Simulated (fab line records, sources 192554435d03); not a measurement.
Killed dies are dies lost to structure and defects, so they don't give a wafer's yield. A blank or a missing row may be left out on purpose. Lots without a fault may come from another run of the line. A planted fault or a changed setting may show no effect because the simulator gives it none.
Which tool did it? | flow n5_finfet | 9 lots, 26 wafers sampled, at 6 steps of a route of 1938

WHAT THE GAUGES READ, wafer by wafer
N5_BEOL_M4_RC_MEAS_101. Usual: DIBL_N 36.6 mV/V, standard deviation 1.7; DIBL_P 36.7 mV/V, standard deviation 2; IOFF_N 0.16 nA/um, standard deviation 0.033; IOFF_P 0.22 nA/um, standard deviation 0.04; ION_N 673 uA/um, standard deviation 12; ION_P 463 uA/um, standard deviation 7.9; SS_N 71.7 mV/dec, standard deviation 0.58; SS_P 73.3 mV/dec, standard deviation 0.64; VT_N 249 mV, standard deviation 3.3; VT_P -249 mV, standard deviation 3.1.
lot  | measured     | on        | DIBL_N (mV/V)  | DIBL_P (mV/V)  | IOFF_N (nA/um) | IOFF_P (nA/um) | ION_N (uA/um) | ION_P (uA/um) | SS_N (mV/dec)  | SS_P (mV/dec)  | VT_N (mV)   | VT_P (mV)      | flag
L863 | day 8 00:14  | prober-01 | 38.0 36.7 36.3 | 37.8 37.3 36.9 | 0.16 0.15 0.15 | 0.25 0.24 0.23 | 675 668 670   | 466 464 467   | 71.7 71.6 72.2 | 74.1 74.2 73.8 | 250 250 250 | -247 -247 -248 |
L867 | day 8 21:10  | prober-01 | 34.2 38.3 37.9 | 32.2 36.5 36.1 | 0.10 0.18 0.16 | 0.16 0.22 0.21 | 654 671 673   | 450 461 459   | 70.8 71.7 72.9 | 72.2 73.6 73.3 | 257 250 251 | -253 -249 -251 |
L868 | day 8 23:53  | prober-01 | 35.6 34.0 37.5 | 35.5 33.0 38.0 | 0.15 0.11 0.18 | 0.20 0.17 0.24 | 684 660 686   | 469 462 470   | 71.3 70.4 71.9 | 73.0 72.5 73.6 | 249 253 245 | -251 -252 -247 |
L870 | day 9 14:52  | prober-02 | 36.4 35.3 37.1 | 33.6 33.9 35.6 | 0.15 0.13 0.15 | 0.16 0.17 0.19 | 659 662 655   | 444 460 451   | 72.3 71.5 72.4 | 72.5 72.7 73.2 | 252 254 253 | -255 -250 -251 |
L875 | day 10 23:00 | prober-01 | 38.0 38.7 37.4 | 36.8 37.3 36.1 | 0.17 0.19 0.16 | 0.23 0.25 0.23 | 673 683 670   | 459 459 462   | 72.2 72.0 71.8 | 73.5 74.0 73.5 | 249 248 250 | -250 -247 -248 |
L876 | day 11 02:02 | prober-02 | 37.9 35.9 38.4 | 37.2 35.2 38.3 | 0.17 0.13 0.20 | 0.22 0.20 0.25 | 676 666 698   | 457 456 477   | 72.0 71.5 72.0 | 73.1 72.8 73.8 | 249 252 246 | -250 -249 -245 |
L877 | day 12 02:59 | prober-01 | 35.8 38.3      | 36.1 39.4      | 0.14 0.19      | 0.21 0.27      | 670 676       | 464 463       | 71.4 71.7      | 72.9 73.5      | 253 249     | -250 -248      |
L884 | day 13 23:58 | prober-02 | 38.8 39.8 38.0 | 39.4 39.9 37.9 | 0.23 0.24 0.19 | 0.33 0.33 0.29 | 705 710 676   | 492 487 473   | 72.3 71.7 71.3 | 74.1 73.6 73.4 | 243 243 247 | -241 -240 -245 |
L885 | day 14 01:58 | prober-02 | 36.0 36.1 35.2 | 37.2 37.1 37.1 | 0.16 0.16 0.15 | 0.20 0.21 0.21 | 664 664 675   | 458 455 465   | 71.9 71.8 71.7 | 73.5 73.3 73.1 | 247 251 250 | -250 -250 -249 |

WHICH TOOL RAN EACH LOT (tool, then ch and the chambers of the sampled wafers, then the start)
lot  | N5_BEOL_M1_PECVD_72             | N5_BEOL_M1_SPUTTER_88        | N5_BEOL_M1_ANNEAL_89         | N5_BEOL_M1_SPUTTER_92        | N5_BEOL_M1_CMP_52
L863 | pecvd-03 ch 1,2, day 6 04:04    | pvd_sputter-01, day 6 12:35  | pvd_sputter-01, day 6 12:40  | pvd_sputter-01, day 6 13:01  | cmp-04 ch 2,3, day 6 13:57
L867 | pecvd-03 ch 1,2, day 7 01:04    | pvd_sputter-03, day 7 07:23  | pvd_sputter-03, day 7 07:28  | pvd_sputter-03, day 7 07:50  | cmp-04 ch 0,1,3, day 7 08:46
L868 | pecvd-02 ch 0,2, day 7 03:57    | pvd_sputter-01, day 7 09:59  | pvd_sputter-01, day 7 10:04  | pvd_sputter-01, day 7 10:26  | cmp-03 ch 0,3, day 7 11:22
L870 | pecvd-03 ch 0,1,2, day 8 00:35  | pvd_sputter-02, day 8 07:08  | pvd_sputter-02, day 8 07:13  | pvd_sputter-02, day 8 07:35  | cmp-02 ch 1,2,3, day 8 08:37
L875 | pecvd-02 ch 0,1,2, day 9 03:35  | pvd_sputter-01, day 9 10:26  | pvd_sputter-01, day 9 10:31  | pvd_sputter-01, day 9 10:53  | cmp-02 ch 0,1,2, day 9 11:49
L876 | pecvd-04 ch 0,1,2, day 9 04:45  | pvd_sputter-01, day 9 16:43  | pvd_sputter-01, day 9 16:48  | pvd_sputter-01, day 9 17:10  | cmp-04 ch 0,2,3, day 9 18:24
L877 | pecvd-02 ch 1,2, day 9 21:27    | pvd_sputter-03, day 10 06:17 | pvd_sputter-03, day 10 06:22 | pvd_sputter-03, day 10 06:44 | cmp-04 ch 0,3, day 10 07:42
L884 | pecvd-03 ch 0,1,2, day 11 16:31 | pvd_sputter-02, day 12 06:23 | pvd_sputter-02, day 12 06:28 | pvd_sputter-02, day 12 06:50 | cmp-02 ch 2,3, day 12 07:49
L885 | pecvd-03 ch 0,2, day 11 21:15   | pvd_sputter-02, day 12 09:26 | pvd_sputter-02, day 12 09:31 | pvd_sputter-02, day 12 09:52 | cmp-02 ch 1,2,3, day 12 10:55
- N5_BEOL_M1_PECVD_72: deposits SiO2 from TEOS/O2, target thk 16 nm, time 18 s.
- N5_BEOL_M1_SPUTTER_88: material Cu, target thk 4.5 nm, time 8.29 s.
- N5_BEOL_M1_ANNEAL_89: time 240 s.
- N5_BEOL_M1_SPUTTER_92: material Cu, target thk 4.5 nm, time 8.29 s.
- N5_BEOL_M1_CMP_52: polishes, stops on SiOC, t overpolish 6.8 s, target thk 40 nm.

WHAT THE TOOLS THEMSELVES READ (means of the sampled wafers that have a number; where no wafer has one, the mark that the record gives instead)
N5_BEOL_M1_PECVD_72. Usual: heater_power_w 741 W, standard deviation 160; showerhead_plenum_p_Torr 8.79 Torr, standard deviation 0.078; throttle_valve_pct 21.9 %, standard deviation 1.1.
lot  | tool     | heater_power_w (W) | showerhead_plenum_p_Torr (Torr) | throttle_valve_pct (%) | flag
L863 | pecvd-03 | 934                | 8.74                            | 22.6                   |
L867 | pecvd-03 | 920                | 8.76                            | 22.0                   |
L868 | pecvd-02 | 702                | 8.83                            | 21.5                   |
L870 | pecvd-03 | 841                | 8.80                            | 22.1                   |
L875 | pecvd-02 | 736                | 8.83                            | 21.5                   |
L876 | pecvd-04 | 647                | 8.73                            | 21.8                   |
L877 | pecvd-02 | 784                | 8.79                            | 21.4                   |
L884 | pecvd-03 | 794                | 8.79                            | 21.7                   |
L885 | pecvd-03 | 724                | 8.80                            | 20.5                   |

N5_BEOL_M1_SPUTTER_88. Usual: chamber_pressure_pa 0.07 Pa, standard deviation 0.00013; throttle_valve_pct 29.9 %, standard deviation 0.97.
lot  | tool           | chamber_pressure_pa (Pa) | throttle_valve_pct (%) | flag
L863 | pvd_sputter-01 | 0.07                     | 30.1                   |
L867 | pvd_sputter-03 | 0.07                     | 29.9                   |
L868 | pvd_sputter-01 | 0.07                     | 30.4                   |
L870 | pvd_sputter-02 | 0.07                     | 28.7                   |
L875 | pvd_sputter-01 | 0.07                     | 30.2                   |
L876 | pvd_sputter-01 | 0.07                     | 30.3                   |
L877 | pvd_sputter-03 | 0.07                     | 29.9                   |
L884 | pvd_sputter-02 | 0.07                     | 28.9                   |
L885 | pvd_sputter-02 | 0.07                     | 29.0                   |

N5_BEOL_M1_ANNEAL_89. Usual: heater_power_w 826 W, standard deviation 62; susceptor_temp_C_max 401.0, standard deviation 0.44.
lot  | tool           | heater_power_w (W) | susceptor_temp_C_max | flag
L863 | pvd_sputter-01 | 856                | 401.7                |
L867 | pvd_sputter-03 | 941                | 400.6                |
L868 | pvd_sputter-01 | 829                | 401.3                |
L870 | pvd_sputter-02 | 798                | 400.8                |
L875 | pvd_sputter-01 | 829                | 401.1                |
L876 | pvd_sputter-01 | 870                | 401.0                |
L877 | pvd_sputter-03 | 936                | 400.6                |
L884 | pvd_sputter-02 | 798                | 400.7                |
L885 | pvd_sputter-02 | 794                | 400.7                |

N5_BEOL_M1_SPUTTER_92. Usual: chamber_pressure_pa 0.06998 Pa, standard deviation 0.00014; throttle_valve_pct 29.9 %, standard deviation 1.
lot  | tool           | chamber_pressure_pa (Pa) | throttle_valve_pct (%) | flag
L863 | pvd_sputter-01 | 0.06987                  | 30.2                   |
L867 | pvd_sputter-03 | 0.07005                  | 29.9                   |
L868 | pvd_sputter-01 | 0.06986                  | 30.3                   |
L870 | pvd_sputter-02 | 0.07016                  | 28.6                   |
L875 | pvd_sputter-01 | 0.06993                  | 30.2                   |
L876 | pvd_sputter-01 | 0.06994                  | 30.5                   |
L877 | pvd_sputter-03 | 0.07018                  | 30.0                   |
L884 | pvd_sputter-02 | 0.07008                  | 28.8                   |
L885 | pvd_sputter-02 | 0.07006                  | 29.2                   |

N5_BEOL_M1_CMP_52. Usual: barrier_field_endpoint_s 25.2 s, standard deviation 0.79; motor_current_A 6.4 A, standard deviation 0.54; slurry_flow_ml_min 149.9, standard deviation 0.45.
lot  | tool   | barrier_field_endpoint_s (s) | motor_current_A (A) | slurry_flow_ml_min | flag
L863 | cmp-04 | 26.3                         | 6.8                 | 149.7              |
L867 | cmp-04 | 25.9                         | 6.2                 | 150.7              |
L868 | cmp-03 | 26.2                         | 6.2                 | 149.9              |
L870 | cmp-02 | 25.2                         | 6.4                 | 149.9              |
L875 | cmp-02 | 25.4                         | 6.6                 | 149.8              |
L876 | cmp-04 | 25.1                         | 6.2                 | 149.8              |
L877 | cmp-04 | 22.5                         | 6.2                 | 150.1              | OFF
L884 | cmp-02 | 23.9                         | 6.4                 | 150.1              |
L885 | cmp-02 | 24.8                         | 6.6                 | 150.2              |

THE ANSWER, worked out from the rows above alone
Rule: a lot is off if the mean of its wafers that have a number lies more than 3 standard deviations from the usual mean. A lot without any number at a reading at which 4 lots or more have one is off too. The other lots that the step has rows for count as sound. The gauges are gone through in route order, then the tools' own readings, and for those a lot's mean is taken as printed above. The first step at which some lot is off is used, and at that step the reading that is off furthest; a lot without a number counts as furthest.
Off: L877, at N5_BEOL_M1_CMP_52 (barrier_field_endpoint_s).
A tool fits if, at that step or a process step before it, it ran every lot that is off, and no sound lot after the first of them. Can't be told from this: 3 tools fit, pecvd-02 at N5_BEOL_M1_PECVD_72, pvd_sputter-03 at N5_BEOL_M1_SPUTTER_88 and N5_BEOL_M1_ANNEAL_89 and N5_BEOL_M1_SPUTTER_92, cmp-04 at N5_BEOL_M1_CMP_52.

WHAT THE SIMULATOR HAD PUT IN
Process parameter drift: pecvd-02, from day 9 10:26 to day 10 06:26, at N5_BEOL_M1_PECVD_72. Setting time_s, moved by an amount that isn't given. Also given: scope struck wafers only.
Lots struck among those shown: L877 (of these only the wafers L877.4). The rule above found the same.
